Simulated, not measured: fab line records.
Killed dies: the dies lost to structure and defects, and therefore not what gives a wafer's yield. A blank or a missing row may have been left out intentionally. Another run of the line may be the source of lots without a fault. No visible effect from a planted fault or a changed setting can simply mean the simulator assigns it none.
fab line records ; flow n5_finfet
record: lots: 7; wafers: 21
route steps=1938 shown HKMG_FIN@435 GATE_CUT@481 MOL_CONTACT_COAG@551 BEOL_M0_SAQP@681 BEOL_M0@720 BEOL_M1@800 BEOL_M3@933
start_h: start of the lot's first displayed wafer, in hours after the record's first day ; wait_h: hours elapsed since this lot's preceding step ; " the same as in the row above ; L1.1+2: one row covering several wafers at once ; - value missing, or start not given ; * or withheld: withheld ; < > ~ a bound
route shown NAME@n: names a module that has steps shown in the file, with the first one's number in the route ; usual: average and standard deviation across the fault-free wafers ; same: alike in all rows ; chamber/n: place in a boat ; sites: each site's reading ; _std_site: how widely they spread, as a standard deviation ; _edge_site: outer sites' mean less inner sites' ; radius_mm: for every site, how far away it sits from the centre of the wafer ; mask NAME#n: copy n ; behind: the tool/chamber that last shaped the wafer ; hold: cause of the lot's hold/its duration in hours/its outcome ; device: the transistor (n, p or np) that didn't switch ; end of line: the same wafers' tests at the end of the route ; a step given without rows: its recipe and nothing more ; killed: dies lost to structure and defects at the first sort, not the wafer's yield ; map: per-die view of a wafer (x killed, . not killed, _ where there is no die)
set.NAME: the setting the step ran with; set.NAME@STEP: the setting that earlier step ran with ; model.NAME: the simulator's own value behind a step, which no gauge read
lots where settings were altered on purpose, with a table for each step and a row for each wafer
== steps ==
step: N5_HKMG_FIN_ETCH_32
recipe: chemistry: N2/H2; target: SOC; target_depth_a: 2400; temp_c: 40; time_s: 300; ion_energy_ev: 200; mask_material: SiARC; pressure_mtorr: 30; source_w: 840; bias_w: 150; n2_flow_sccm: 200; h2_flow_sccm: 200
usual: rf_vpp_V: 523.3/2
lot.wafer;tool;chamber;start_h;wait_h;set.bias_w;rf_vpp_V;model.etch.depth_nm;model.HKMG_FIN.feature_depth_nm;model.SiARC_of_HKMG_FIN_COAT_30.thk_nm
L074.3;rie_diel-03;1;81.64;0.0;150;525.7;246.5;246.4;21.6
L074.4;rie_diel-03;3;81.64;0.0;150;521.8;236.7;236.8;21.4
L074.6;rie_diel-03;1;81.64;0.0;169.7;567.0;261.8;261.8;19.4
L083.2;rie_diel-01;3;130.77;0.0;123.2;465.6;221.2;221.2;24.4
L083.3;rie_diel-01;0;130.77;0.0;150;521.5;249.2;249.2;20.2
L083.6;rie_diel-01;0;130.77;0.0;123.2;459.4;225.2;225.2;23.6
L084.1;rie_diel-03;0;134.04;0.0;150;523.7;237.1;237;21.6
L084.2;rie_diel-03;3;134.04;0.0;150;523.7;240.6;240.6;21
L084.5;rie_diel-03;3;134.04;0.0;150;523.3;239;239;21.2
L085.1;rie_diel-01;3;148.53;0.0;176;581.5;256.7;256.6;18.8
L085.2;rie_diel-01;1;148.53;0.0;176;578.9;263;263;18.4
L085.6;rie_diel-01;3;148.53;0.0;176;582.4;259.5;259.6;18.4
L089.1;rie_diel-04;0;167.27;0.0;150;523.6;245.8;245.8;20.6
L089.2;rie_diel-04;3;167.27;0.0;150;520.7;229.5;229.4;22.2
L089.4;rie_diel-04;1;167.27;0.0;150;523.7;246.3;246.2;20.8
L092.2;rie_diel-03;2;181.46;0.0;150;525.0;244.8;244.8;20.8
L092.4;rie_diel-03;3;181.46;0.0;150;522.0;240.6;240.6;21.2
L092.6;rie_diel-03;3;181.46;0.0;150;523.3;240.9;240.8;21.2
L096.2;rie_diel-04;3;208.36;0.0;150;519.5;231.2;231.2;22.2
L096.4;rie_diel-04;0;208.36;0.0;169.4;564.0;257.2;257.2;19
L096.5;rie_diel-04;3;208.36;0.0;169.4;562.4;247.2;247.2;20.2
step: N5_GATE_CUT_COAT_07
recipe: resist: CAR-EUV; spin_rpm: 1500; resist_thk_nm: 30
lot.wafer;tool;chamber;start_h;wait_h;set.spin_rpm;model.CAR-EUV_of_GATE_CUT_COAT_07.thk_nm
L074.3+4;litho_track-04;0;-;-;1377;31.2
L074.6;litho_track-04;0;-;-;1500;30
L083.2+3;litho_track-04;0;-;-;1500;30
L083.6;litho_track-04;0;-;-;1393;31
L084.1+2+5;litho_track-03;0;-;-;1500;30
L085.1+2+6;litho_track-05;0;-;-;1500;30
L089.1+2;litho_track-03;0;-;-;1500;30
L089.4;litho_track-03;0;-;-;1500;29.8
L092.2;litho_track-05;0;-;-;1580;29.2
L092.4+6;litho_track-05;0;-;-;1500;29.8
L096.2+4;litho_track-03;0;-;-;1500;30
L096.5;litho_track-03;0;-;-;1644;28.6
step: N5_GATE_CUT_EXPOSE_10
recipe: mask_id: GATE_CUT; na: 0.33; source_shape: annular; sigma_inner: 0.35; sigma_outer: 0.8; polarization: unpolarized; target_cd_nm: 20; dose_mj: 43.25
lot.wafer;tool;chamber;start_h;wait_h;mask;set.dose_mj
L074.3+4+6;euv_scanner-01;0;89.39;-;GATE_CUT#0;43.25
L083.2;euv_scanner-02;0;138.52;-;GATE_CUT#0;43.25
L083.3+6;euv_scanner-02;0;138.52;-;GATE_CUT#0;46.26
L084.1+2+5;euv_scanner-02;0;142.20;-;GATE_CUT#0;43.25
L085.1+2+6;euv_scanner-02;0;156.53;-;GATE_CUT#0;43.25
L089.1+4;euv_scanner-01;0;175.46;-;GATE_CUT#0;41.95
L089.2;euv_scanner-01;0;175.46;-;GATE_CUT#0;43.25
L092.2+4+6;euv_scanner-01;0;189.81;-;GATE_CUT#0;43.25
L096.2+5;euv_scanner-01;0;216.44;-;GATE_CUT#0;43.25
L096.4;euv_scanner-01;0;216.44;-;GATE_CUT#0;40.91
step: N5_GATE_CUT_PEB_11
recipe: peb_temp_c: 100; peb_time_s: 60; resist: CAR-EUV
step: N5_GATE_CUT_DEVELOP_12
recipe: develop_time_s: 30; developer: TMAH; resist: CAR-EUV; rinse_liquid: surfactant_rinse; dry: air_spin; dev_temp_c: 23
lot.wafer;tool;chamber;start_h;wait_h;set.spin_rpm@GATE_CUT_COAT_07;model.CAR-EUV_of_GATE_CUT_COAT_07.thk_nm
L074.3+4;litho_track-03;0;-;-;1377;30.8
L074.6;litho_track-03;0;-;-;1500;29.4
L083.2+3;litho_track-04;0;-;-;1500;29.4
L083.6;litho_track-04;0;-;-;1393;30.6
L084.1+5;litho_track-03;0;-;-;1500;29.4
L084.2;litho_track-03;0;-;-;1500;29.6
L085.1+2+6;litho_track-04;0;-;-;1500;29.6
L089.1+2;litho_track-03;0;-;-;1500;29.6
L089.4;litho_track-03;0;-;-;1500;29.4
L092.2;litho_track-04;0;-;-;1580;28.8
L092.4+6;litho_track-04;0;-;-;1500;29.4
L096.2;litho_track-04;0;-;-;1500;29.6
L096.4;litho_track-04;0;-;-;1500;29.4
L096.5;litho_track-04;0;-;-;1644;28
step: N5_GATE_CUT_DESCUM_18
recipe: chemistry: O2; time_s: 7; source_power_w: 50; bias_power_w: 20; pressure_mtorr: 20; rf_frequency_hz: 2.712e+07; temp_c: 40; resist: CAR-EUV; o2_flow_sccm: 225
lot.wafer;tool;chamber;start_h;wait_h;set.spin_rpm@GATE_CUT_COAT_07;set.dose_mj@GATE_CUT_EXPOSE_10;model.CAR-EUV_of_GATE_CUT_COAT_07.thk_nm;model.GATE_CUT.cd_nm
L074.3;rie_diel-06;3;89.63;0.0;1377;43.25;27.2;19.6
L074.4;rie_diel-06;1;89.63;0.0;1377;43.25;27.4;19.6
L074.6;rie_diel-06;2;89.63;0.0;1500;43.25;26;20
L083.2;rie_diel-02;1;138.77;0.0;1500;43.25;25.8;20.4
L083.3;rie_diel-02;2;138.77;0.0;1500;46.26;26;22
L083.6;rie_diel-02;2;138.77;0.0;1393;46.26;27.2;21.8
L084.1+5;rie_diel-05;3;143.20;0.8;1500;43.25;26.2;20
L084.2;rie_diel-05;2;143.20;0.8;1500;43.25;26;20
L085.1;rie_diel-05;2;156.82;0.1;1500;43.25;26;20.6
L085.2;rie_diel-05;3;156.82;0.1;1500;43.25;26.2;20.8
L085.6;rie_diel-05;0;156.82;0.1;1500;43.25;26;20.2
L089.1;rie_diel-02;1;175.72;0.0;1500;41.95;26;19.2
L089.2;rie_diel-02;0;175.72;0.0;1500;43.25;26;19.4
L089.4;rie_diel-02;2;175.72;0.0;1500;41.95;26;19.4
L092.2;rie_diel-02;3;190.05;0.0;1580;43.25;25.2;20.4
L092.4;rie_diel-02;0;190.05;0.0;1500;43.25;25.8;20.4
L092.6;rie_diel-02;0;190.05;0.0;1500;43.25;25.8;20
L096.2;rie_diel-02;2;216.69;0.0;1500;43.25;26.2;20.6
L096.4;rie_diel-02;1;216.69;0.0;1500;40.91;25.8;19.2
L096.5;rie_diel-02;2;216.69;0.0;1644;43.25;24.6;20.6
step: N5_GATE_CUT_ETCH_28
recipe: chemistry: N2/H2; target: underlayer; target_depth_a: 130; mask_material: CAR-EUV; time_s: 10.4; ion_energy_ev: 200; pressure_mtorr: 30; source_w: 840; bias_w: 150; n2_flow_sccm: 200; h2_flow_sccm: 200; ends: cleared
lot.wafer;tool;chamber;start_h;wait_h;set.dose_mj@GATE_CUT_EXPOSE_10;model.GATE_CUT.cd_nm
L074.3;rie_diel-06;3;89.67;0.0;43.25;19.6
L074.4+6;rie_diel-06;1,2;89.67;0.0;43.25;19.8
L083.2;rie_diel-02;1;138.81;0.0;43.25;20.4
L083.3+6;rie_diel-02;2;138.81;0.0;46.26;21.8
L084.1+2+5;rie_diel-05;3,2,3;143.24;0.0;43.25;20
L085.1;rie_diel-05;2;156.85;0.0;43.25;20.6
L085.2;rie_diel-05;3;156.85;0.0;43.25;21
L085.6;rie_diel-05;0;156.85;0.0;43.25;20
L089.1;rie_diel-02;1;175.75;0.0;41.95;19.2
L089.2;rie_diel-02;0;175.75;0.0;43.25;19.6
L089.4;rie_diel-02;2;175.75;0.0;41.95;19.4
L092.2;rie_diel-02;3;190.09;0.0;43.25;20.2
L092.4;rie_diel-02;0;190.09;0.0;43.25;20.4
L092.6;rie_diel-02;0;190.09;0.0;43.25;20
L096.2;rie_diel-02;2;216.72;0.0;43.25;20.4
L096.4;rie_diel-02;1;216.72;0.0;40.91;19.2
L096.5;rie_diel-02;2;216.72;0.0;43.25;20.6
step: N5_MOL_CONTACT_COAG_SPUTTER_130
recipe: material: Co; target_thk_a: 475; temp_c: 25; chamber_pressure_pa: 0.5; power_w: 3000
lot.wafer;tool;chamber;start_h;wait_h;set.power_w;model.Co_of_MOL_CONTACT_COAG_SPUTTER_130.thk_nm
L074.3+4;pvd_sputter-02;-;98.89;0.0;3271;52.4
L074.6;pvd_sputter-02;-;98.89;0.0;3000;47.6
L083.2;pvd_sputter-01;-;149.72;0.0;3486;55
L083.3;pvd_sputter-01;-;149.72;0.0;3000;48.4
L083.6;pvd_sputter-01;-;149.72;0.0;3486;55.6
L084.1;pvd_sputter-03;-;159.51;0.0;3000;47.4
L084.2;pvd_sputter-03;-;159.51;0.0;3000;48.4
L084.5;pvd_sputter-03;-;159.51;0.0;3000;47.8
L085.1;pvd_sputter-02;-;168.56;0.0;3000;47.6
L085.2;pvd_sputter-02;-;168.56;0.0;3000;46.8
L085.6;pvd_sputter-02;-;168.56;0.0;3000;47.4
L089.1;pvd_sputter-03;-;186.23;0.0;3000;49.2
L089.2;pvd_sputter-03;-;186.23;0.0;3000;47.6
L089.4;pvd_sputter-03;-;186.23;0.0;3000;48.8
L092.2;pvd_sputter-02;-;200.73;0.0;3512;56
L092.4;pvd_sputter-02;-;200.73;0.0;3000;47.6
L092.6;pvd_sputter-02;-;200.73;0.0;3000;47.8
L096.2;pvd_sputter-02;-;227.19;0.0;3000;47.8
L096.4;pvd_sputter-02;-;227.19;0.0;3000;48
L096.5;pvd_sputter-02;-;227.19;0.0;2602;42
step: N5_MOL_CONTACT_COAG_VIA_ETCH_117
recipe: chemistry: C4F6/O2; target_depth_a: 400; overetch_a: 80; mask_material: SOC; target: SiO2; bias_w: 455; pressure_mtorr: 10; time_s: 26; source_w: 325; Ar_flow_sccm: 300; C4F6_flow_sccm: 10; O2_flow_sccm: 10; ion_energy_ev: 575.3; ends: end_point
usual: rf_vpp_V: 1566/32
lot.wafer;tool;chamber;start_h;wait_h;set.bias_w;rf_vpp_V
L074.3;rie_diel-01;0;106.23;0.0;392;1430
L074.4;rie_diel-01;2;106.23;0.0;455;1523
L074.6;rie_diel-01;1;106.23;0.0;455;1555
L083.2;rie_diel-03;0;155.43;0.0;455;1536
L083.3;rie_diel-03;1;155.43;0.0;390.7;1338
L083.6;rie_diel-03;1;155.43;0.0;390.7;1339
L084.1;rie_diel-03;3;165.34;0.0;455;1562
L084.2;rie_diel-03;0;165.34;0.0;455;1536
L084.5;rie_diel-03;2;165.34;0.0;455;1610
L085.1;rie_diel-03;3;175.25;0.0;455;1562
L085.2;rie_diel-03;2;175.25;0.0;413.9;1499
L085.6;rie_diel-03;2;175.25;0.0;413.9;1499
L089.1;rie_diel-03;0;194.54;0.0;455;1536
L089.2;rie_diel-03;2;194.54;0.0;455;1611
L089.4;rie_diel-03;1;194.54;0.0;455;1501
L092.2;rie_diel-01;0;207.07;0.0;519.4;1763
L092.4;rie_diel-01;3;207.07;0.0;519.4;1734
L092.6;rie_diel-01;0;207.07;0.0;455;1597
L096.2;rie_diel-04;2;233.83;0.0;412.4;1470
L096.4;rie_diel-04;0;233.83;0.0;412.4;1482
L096.5;rie_diel-04;1;233.83;0.0;412.4;1469
step: N5_BEOL_M0_SAQP_COAT_72
recipe: resist: SiARC; temp_c: 220; time_s: 60; spin_rpm: 1500; resist_thk_nm: 15
lot.wafer;tool;chamber;start_h;wait_h;set.spin_rpm;model.SiARC_of_BEOL_M0_SAQP_COAT_72.thk_nm
L074.3;litho_track-04;0;-;-;1500;15
L074.4+6;litho_track-04;0;-;-;1414;15.4
L083.2+3+6;litho_track-03;0;-;-;1571;14.6
L084.1+2+5;litho_track-03;0;-;-;1500;15
L085.1+6;litho_track-04;0;-;-;1500;15
L085.2;litho_track-04;0;-;-;1378;15.6
L089.1+2;litho_track-01;0;-;-;1405;15.6
L089.4;litho_track-01;0;-;-;1500;15
L092.2+4;litho_track-03;0;-;-;1379;15.6
L092.6;litho_track-03;0;-;-;1500;15
L096.2+5;litho_track-03;0;-;-;1500;15
L096.4;litho_track-03;0;-;-;1377;15.6
step: N5_BEOL_M0_SAQP_COAT_87
recipe: resist: underlayer; temp_c: 205; time_s: 60; spin_rpm: 1500; resist_thk_nm: 5
lot.wafer;tool;chamber;start_h;wait_h;set.temp_c
L074.3+6;litho_track-04;0;-;-;205
L074.4;litho_track-04;0;-;-;212.1
L083.2+3+6;litho_track-03;0;-;-;205
L084.1+2+5;litho_track-03;0;-;-;205
L085.1+2;litho_track-04;0;-;-;197.6
L085.6;litho_track-04;0;-;-;205
L089.1;litho_track-01;0;-;-;205
L089.2+4;litho_track-01;0;-;-;214
L092.2+6;litho_track-03;0;-;-;209.6
L092.4;litho_track-03;0;-;-;205
L096.2+4+5;litho_track-03;0;-;-;205
step: N5_BEOL_M0_SAQP_COAT_34
recipe: resist: CAR-EUV; spin_rpm: 1500; resist_thk_nm: 30
step: N5_BEOL_M0_SAQP_EBR_36
recipe: solvent: PGMEA; ebr_width_mm: 1.5
step: N5_BEOL_M0_SAQP_DESCUM_45
recipe: chemistry: O2; time_s: 7; source_power_w: 50; bias_power_w: 20; pressure_mtorr: 20; rf_frequency_hz: 2.712e+07; temp_c: 40; resist: CAR-EUV; o2_flow_sccm: 225
step: N5_BEOL_M0_SAQP_ETCH_88
recipe: chemistry: N2/H2; target: underlayer; target_depth_a: 65; time_s: 5.2; ion_energy_ev: 200; mask_material: CAR-EUV; pressure_mtorr: 30; source_w: 840; bias_w: 150; n2_flow_sccm: 200; h2_flow_sccm: 200; ends: cleared
step: N5_BEOL_M0_SAQP_ETCH_73
recipe: chemistry: CF4; target: SiARC; target_depth_a: 195; mask_material: CAR-EUV; time_s: 32.5; ion_energy_ev: 80; pressure_mtorr: 40; source_w: 545; bias_w: 36; Ar_flow_sccm: 100; cf4_flow_sccm: 100; ends: cleared
lot.wafer;tool;chamber;start_h;wait_h;set.spin_rpm@BEOL_M0_SAQP_COAT_72;model.etch.depth_nm
L074.3;rie_diel-02;2;120.61;0.0;1500;14.95
L074.4+6;rie_diel-02;3,0;120.61;0.0;1414;15.45
L083.2;rie_diel-05;3;166.04;0.0;1571;14.59
L083.3;rie_diel-05;0;166.04;0.0;1571;14.63
L083.6;rie_diel-05;2;166.04;0.0;1571;14.57
L084.1;rie_diel-02;0;176.18;0.0;1500;14.98
L084.2;rie_diel-02;1;176.18;0.0;1500;14.96
L084.5;rie_diel-02;1;176.18;0.0;1500;14.93
L085.1;rie_diel-06;0;187.31;0.0;1500;14.92
L085.2;rie_diel-06;2;187.31;0.0;1378;15.61
L085.6;rie_diel-06;0;187.31;0.0;1500;14.91
L089.1;rie_diel-02;1;206.04;0.0;1405;15.64
L089.2;rie_diel-02;0;206.04;0.0;1405;15.59
L089.4;rie_diel-02;2;206.04;0.0;1500;15.03
L092.2;rie_diel-02;1;217.47;0.0;1379;15.57
L092.4;rie_diel-02;3;217.47;0.0;1379;15.61
L092.6;rie_diel-02;2;217.47;0.0;1500;14.9
L096.2;rie_diel-02;3;244.24;0.0;1500;14.96
L096.4;rie_diel-02;3;244.24;0.0;1377;15.61
L096.5;rie_diel-02;0;244.24;0.0;1500;14.97
step: N5_BEOL_M0_ETCH_128
recipe: chemistry: CF4/N2; target_depth_a: 120; overetch_a: 51; target: SiCN; time_s: 21.4; ion_energy_ev: 150; pressure_mtorr: 40; source_w: 430; bias_w: 70; Ar_flow_sccm: 100; cf4_flow_sccm: 60; n2_flow_sccm: 60
usual: rf_vpp_V: 381.9/1.5
lot.wafer;tool;chamber;start_h;wait_h;set.source_w;rf_vpp_V
L074.3;rie_diel-04;2;123.25;0.1;430;381.9
L074.4;rie_diel-04;0;123.25;0.1;384.2;396.0
L074.6;rie_diel-04;2;123.25;0.1;430;379.9
L083.2;rie_diel-01;3;172.15;0.0;397.6;394.5
L083.3;rie_diel-01;2;172.15;0.0;430;380.9
L083.6;rie_diel-01;3;172.15;0.0;397.6;395.1
L084.1;rie_diel-04;0;178.29;0.1;430;380.2
L084.2;rie_diel-04;3;178.29;0.1;430;380.2
L084.5;rie_diel-04;2;178.29;0.1;430;380.6
L085.1;rie_diel-01;0;192.14;0.0;502.4;361.0
L085.2;rie_diel-01;3;192.14;0.0;502.4;364.5
L085.6;rie_diel-01;2;192.14;0.0;430;381.1
L089.1;rie_diel-04;2;208.16;0.0;430;379.7
L089.2;rie_diel-04;1;208.16;0.0;430;381.4
L089.4;rie_diel-04;3;208.16;0.0;430;379.9
L092.2;rie_diel-03;2;221.59;0.0;430;382.6
L092.4;rie_diel-03;1;221.59;0.0;430;383.6
L092.6;rie_diel-03;2;221.59;0.0;430;383.7
L096.2;rie_diel-03;0;247.81;0.6;476.6;368.6
L096.4;rie_diel-03;0;247.81;0.6;430;382.9
L096.5;rie_diel-03;1;247.81;0.6;476.6;369.7
step: N5_BEOL_M0_ETCH_109
recipe: chemistry: CH3F/O2; target_depth_a: 80; overetch_a: 24; target: SiCN; time_s: 27.4; ion_energy_ev: 120; pressure_mtorr: 30; source_w: 395; bias_w: 75; Ar_flow_sccm: 150; CH3F_flow_sccm: 30; O2_flow_sccm: 20
usual: rf_vpp_V: 296.9/1.3
lot.wafer;tool;chamber;start_h;wait_h;set.bias_w;rf_vpp_V
L074.3;rie_diel-04;3;123.50;0.0;71.32;286.4
L074.4;rie_diel-04;1;123.50;0.0;71.32;286.9
L074.6;rie_diel-04;2;123.50;0.0;75;296.9
L083.2;rie_diel-01;0;172.80;0.4;88.32;327.6
L083.3;rie_diel-01;3;172.80;0.4;88.32;331.8
L083.6;rie_diel-01;3;172.80;0.4;75;299.0
L084.1;rie_diel-04;3;178.55;0.0;75;294.1
L084.2;rie_diel-04;2;178.55;0.0;75;293.8
L084.5;rie_diel-04;1;178.55;0.0;75;297.7
L085.1;rie_diel-01;1;192.39;0.0;65.95;273.8
L085.2;rie_diel-01;3;192.39;0.0;65.95;275.4
L085.6;rie_diel-01;2;192.39;0.0;65.95;273.7
L089.1;rie_diel-01;0;208.41;0.0;86.81;322.5
L089.2;rie_diel-01;2;208.41;0.0;86.81;324.4
L089.4;rie_diel-01;3;208.41;0.0;75;297.4
L092.2;rie_diel-01;3;221.85;0.0;75;299.1
L092.4;rie_diel-01;1;221.85;0.0;75;297.3
L092.6;rie_diel-01;1;221.85;0.0;75;296.6
L096.2;rie_diel-04;0;248.10;0.1;78.85;306.6
L096.4;rie_diel-04;2;248.10;0.1;75;296.1
L096.5;rie_diel-04;1;248.10;0.1;75;296.2
step: N5_BEOL_M1_TRENCH_ETCH_37
recipe: chemistry: C4F6/O2; target_depth_a: 552.07; target: SiOC; time_s: 29; ion_energy_ev: 250; pressure_mtorr: 30; source_w: 355; bias_w: 185; Ar_flow_sccm: 300; C4F6_flow_sccm: 10; O2_flow_sccm: 10
usual: rf_vpp_V: 659/19
lot.wafer;tool;chamber;start_h;wait_h;set.bias_w;rf_vpp_V
L074.3;rie_diel-06;0;-;-;168.7;604
L074.4;rie_diel-06;1;-;-;168.7;614
L074.6;rie_diel-06;0;-;-;168.7;601
L083.2;rie_diel-05;3;-;-;185;702
L083.3;rie_diel-05;2;-;-;169.6;607
L083.6;rie_diel-05;3;-;-;185;704
L084.1;rie_diel-02;0;-;-;185;632
L084.2;rie_diel-02;1;-;-;185;645
L084.5;rie_diel-02;1;-;-;185;645
L085.1;rie_diel-02;3;-;-;185;670
L085.2;rie_diel-02;1;-;-;158.8;571
L085.6;rie_diel-02;2;-;-;158.8;595
L089.1;rie_diel-06;3;-;-;185;648
L089.2;rie_diel-06;1;-;-;162;595
L089.4;rie_diel-06;2;-;-;185;661
L092.2;rie_diel-02;0;-;-;185;631
L092.4;rie_diel-02;3;-;-;185;669
L092.6;rie_diel-02;0;-;-;185;631
L096.2;rie_diel-02;3;-;-;155;580
L096.4;rie_diel-02;1;-;-;155;561
L096.5;rie_diel-02;0;-;-;185;629
step: N5_BEOL_M3_PECVD_72
recipe: material: SiO2; target_thk_a: 160; temp_c: 400; precursor: TEOS/O2; pressure_torr: 5.5; rf_w: 450; teos_flow_sccm: 53.8; gas: O2; flow_sccm: 3000; time_s: 18
lot.wafer;tool;chamber;start_h;wait_h;set.temp_c
L074.3+4+6;pecvd-02;1,2,0;145.42;0.0;400
L083.2+3+6;pecvd-03;2,1,2;197.99;0.0;400
L084.1+2+5;pecvd-04;2,1,0;202.27;0.0;400
L085.1+2+6;pecvd-02;1,2,1;217.09;0.0;400
L089.1;pecvd-04;1;240.47;0.0;407.3
L089.2+4;pecvd-04;2;240.47;0.0;400
L092.2+4+6;pecvd-04;2,2,0;253.25;0.0;400
L096.2+5;pecvd-02;0,2;272.02;0.0;400
L096.4;pecvd-02;0;272.02;0.0;387.6
== key ==
split: step: N5_HKMG_FIN_ETCH_32; setting: bias_w; stated: 150; by: wafer
response: step: N5_HKMG_FIN_ETCH_32; reading: rf_vpp_V; change: +3.32; per: 1%; r: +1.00
response: step: N5_HKMG_FIN_ETCH_32; reading: model.etch.depth_nm; change: +1.52; per: 1%; r: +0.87
response: step: N5_HKMG_FIN_ETCH_32; reading: model.HKMG_FIN.feature_depth_nm; change: +1.52; per: 1%; r: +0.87
response: step: N5_HKMG_FIN_ETCH_32; reading: model.SiARC_of_HKMG_FIN_COAT_30.thk_nm; change: -0.196; per: 1%; r: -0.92
split: step: N5_GATE_CUT_COAT_07; setting: spin_rpm; stated: 1500; by: wafer
response: step: N5_GATE_CUT_COAT_07; reading: model.CAR-EUV_of_GATE_CUT_COAT_07.thk_nm; change: -0.141; per: 1%; r: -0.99
response: step: N5_GATE_CUT_DEVELOP_12; reading: model.CAR-EUV_of_GATE_CUT_COAT_07.thk_nm; change: -0.158; per: 1%; r: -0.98
response: step: N5_GATE_CUT_DESCUM_18; reading: model.CAR-EUV_of_GATE_CUT_COAT_07.thk_nm; change: -0.153; per: 1%; r: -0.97
split: step: N5_GATE_CUT_EXPOSE_10; setting: dose_mj; stated: 43.25; by: wafer
response: step: N5_GATE_CUT_DESCUM_18; reading: model.GATE_CUT.cd_nm; change: +0.211; per: 1%; r: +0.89
response: step: N5_GATE_CUT_ETCH_28; reading: model.GATE_CUT.cd_nm; change: +0.204; per: 1%; r: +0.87
split: step: N5_MOL_CONTACT_COAG_SPUTTER_130; setting: power_w; stated: 3000; by: wafer
response: step: N5_MOL_CONTACT_COAG_SPUTTER_130; reading: model.Co_of_MOL_CONTACT_COAG_SPUTTER_130.thk_nm; change: +0.462; per: 1%; r: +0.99
split: step: N5_MOL_CONTACT_COAG_VIA_ETCH_117; setting: bias_w; stated: 455; by: wafer
response: step: N5_MOL_CONTACT_COAG_VIA_ETCH_117; reading: rf_vpp_V; change: +10.4; per: 1%; r: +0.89
split: step: N5_BEOL_M0_SAQP_COAT_72; setting: spin_rpm; stated: 1500; by: wafer
response: step: N5_BEOL_M0_SAQP_COAT_72; reading: model.SiARC_of_BEOL_M0_SAQP_COAT_72.thk_nm; change: -0.0764; per: 1%; r: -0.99
response: step: N5_BEOL_M0_SAQP_ETCH_73; reading: model.etch.depth_nm; change: -0.0848; per: 1%; r: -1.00
split: step: N5_BEOL_M0_SAQP_COAT_87; setting: temp_c; stated: 205; by: wafer
response none clear
split: step: N5_BEOL_M0_ETCH_128; setting: source_w; stated: 430; by: wafer
response: step: N5_BEOL_M0_ETCH_128; reading: rf_vpp_V; change: -1.27; per: 1%; r: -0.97
split: step: N5_BEOL_M0_ETCH_109; setting: bias_w; stated: 75; by: wafer
response: step: N5_BEOL_M0_ETCH_109; reading: rf_vpp_V; change: +1.73; per: 1%; r: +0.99
split: step: N5_BEOL_M1_TRENCH_ETCH_37; setting: bias_w; stated: 185; by: wafer
response: step: N5_BEOL_M1_TRENCH_ETCH_37; reading: rf_vpp_V; change: +5.41; per: 1%; r: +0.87
split: step: N5_BEOL_M3_PECVD_72; setting: temp_c; stated: 400; by: wafer
response none in this file
